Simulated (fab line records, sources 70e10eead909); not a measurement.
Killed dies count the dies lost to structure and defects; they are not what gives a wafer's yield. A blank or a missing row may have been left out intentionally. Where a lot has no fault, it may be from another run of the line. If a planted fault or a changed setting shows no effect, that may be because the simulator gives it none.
Chamber matching / flow nand-harc / 4 sister chambers for NHARC_A_CHANNEL_HOLE_D1_DESCUM_15 on rie-diel-09
The step chemistry O2, time 3 s. 18 wafers are shown with their chamber, then 9 later ones without.

WAFERS WITH THEIR CHAMBER
wafer=L075.3; chamber=0; drypump-motor-current-A (A)=6.2; oes-product-au (a.u.)=1.016; rf-vpp-V (V)=56.9
wafer=L075.4; chamber=3; drypump-motor-current-A (A)=6.0; oes-product-au (a.u.)=0.987; rf-vpp-V (V)=58.0
wafer=L075.5; chamber=3; drypump-motor-current-A (A)=5.9; oes-product-au (a.u.)=0.989; rf-vpp-V (V)=57.7
wafer=L080.2; chamber=3; drypump-motor-current-A (A)=5.9; oes-product-au (a.u.)=1.002; rf-vpp-V (V)=57.4
wafer=L080.3; chamber=2; drypump-motor-current-A (A)=5.7; oes-product-au (a.u.)=1.005; rf-vpp-V (V)=56.5
wafer=L080.5; chamber=1; drypump-motor-current-A (A)=6.4; oes-product-au (a.u.)=0.995; rf-vpp-V (V)=57.4
wafer=L081.4; chamber=0; drypump-motor-current-A (A)=6.2; oes-product-au (a.u.)=1.014; rf-vpp-V (V)=57.5
wafer=L081.5; chamber=3; drypump-motor-current-A (A)=5.9; oes-product-au (a.u.)=0.991; rf-vpp-V (V)=57.5
wafer=L081.6; chamber=0; drypump-motor-current-A (A)=6.2; oes-product-au (a.u.)=1.016; rf-vpp-V (V)=57.6
wafer=L084.2; chamber=0; drypump-motor-current-A (A)=6.2; oes-product-au (a.u.)=1.021; rf-vpp-V (V)=58.3
wafer=L084.4; chamber=1; drypump-motor-current-A (A)=6.4; oes-product-au (a.u.)=1.003; rf-vpp-V (V)=56.3
wafer=L084.6; chamber=0; drypump-motor-current-A (A)=6.2; oes-product-au (a.u.)=1.021; rf-vpp-V (V)=57.2
wafer=L090.2; chamber=2; drypump-motor-current-A (A)=5.7; oes-product-au (a.u.)=1.005; rf-vpp-V (V)=55.5
wafer=L090.5; chamber=2; drypump-motor-current-A (A)=5.7; oes-product-au (a.u.)=1.000; rf-vpp-V (V)=58.9
wafer=L090.6; chamber=1; drypump-motor-current-A (A)=6.4; oes-product-au (a.u.)=1.011; rf-vpp-V (V)=58.1
wafer=L092.1; chamber=2; drypump-motor-current-A (A)=5.7; oes-product-au (a.u.)=0.996; rf-vpp-V (V)=58.4
wafer=L092.3; chamber=1; drypump-motor-current-A (A)=6.5; oes-product-au (a.u.)=1.001; rf-vpp-V (V)=56.2
wafer=L092.4; chamber=1; drypump-motor-current-A (A)=6.5; oes-product-au (a.u.)=1.002; rf-vpp-V (V)=55.5

SIGNATURES (means of the wafers above)
reading=drypump-motor-current-A; chamber 0=6.200; chamber 1=6.440; chamber 2=5.700; chamber 3=5.925; scatter within a chamber=0.0373
reading=oes-product-au; chamber 0=1.01760; chamber 1=1.00240; chamber 2=1.00150; chamber 3=0.99225; scatter within a chamber=0.0051
reading=rf-vpp-V; chamber 0=57.500; chamber 1=56.700; chamber 2=57.325; chamber 3=57.650; scatter within a chamber=0.973
Rule: distance of a wafer from a chamber = root of the sum over the readings of ((wafer's reading minus chamber's mean) / reading's scatter) squared. The wafer belongs to the nearest chamber; if the next one is less than 2 further off, it can't be placed. The scatter is the square root of a quotient: the sum, over the shown wafers, of each reading's squared deviation from its chamber's mean, divided by wafers minus chambers.

WAFERS WITHOUT THEIR CHAMBER
wafer=L093.1; drypump-motor-current-A (A)=5.7; oes-product-au (a.u.)=1.000; rf-vpp-V (V)=57.3
wafer=L093.2; drypump-motor-current-A (A)=6.2; oes-product-au (a.u.)=1.014; rf-vpp-V (V)=57.5
wafer=L093.5; drypump-motor-current-A (A)=6.4; oes-product-au (a.u.)=1.015; rf-vpp-V (V)=57.8
wafer=L095.2; drypump-motor-current-A (A)=6.2; oes-product-au (a.u.)=1.009; rf-vpp-V (V)=57.1
wafer=L095.3; drypump-motor-current-A (A)=5.7; oes-product-au (a.u.)=1.002; rf-vpp-V (V)=58.1
wafer=L095.6; drypump-motor-current-A (A)=6.2; oes-product-au (a.u.)=1.013; rf-vpp-V (V)=58.2
wafer=L096.2; drypump-motor-current-A (A)=6.2; oes-product-au (a.u.)=1.002; rf-vpp-V (V)=58.2
wafer=L096.3; drypump-motor-current-A (A)=5.7; oes-product-au (a.u.)=1.009; rf-vpp-V (V)=57.1
wafer=L096.6; drypump-motor-current-A (A)=6.2; oes-product-au (a.u.)=1.003; rf-vpp-V (V)=56.0

WHICH CHAMBER EACH WENT THROUGH
wafer=L093.1; from the rows above=2; in truth=2
wafer=L093.2; from the rows above=0; in truth=0
wafer=L093.5; from the rows above=1; in truth=1
wafer=L095.2; from the rows above=0; in truth=0
wafer=L095.3; from the rows above=2; in truth=2
wafer=L095.6; from the rows above=0; in truth=0
wafer=L096.2; from the rows above=0; in truth=0
wafer=L096.3; from the rows above=2; in truth=2
wafer=L096.6; from the rows above=0; in truth=0
Correctly placed: 9 of 9. Can't be placed from these rows: 0. Placed wrongly: 0.
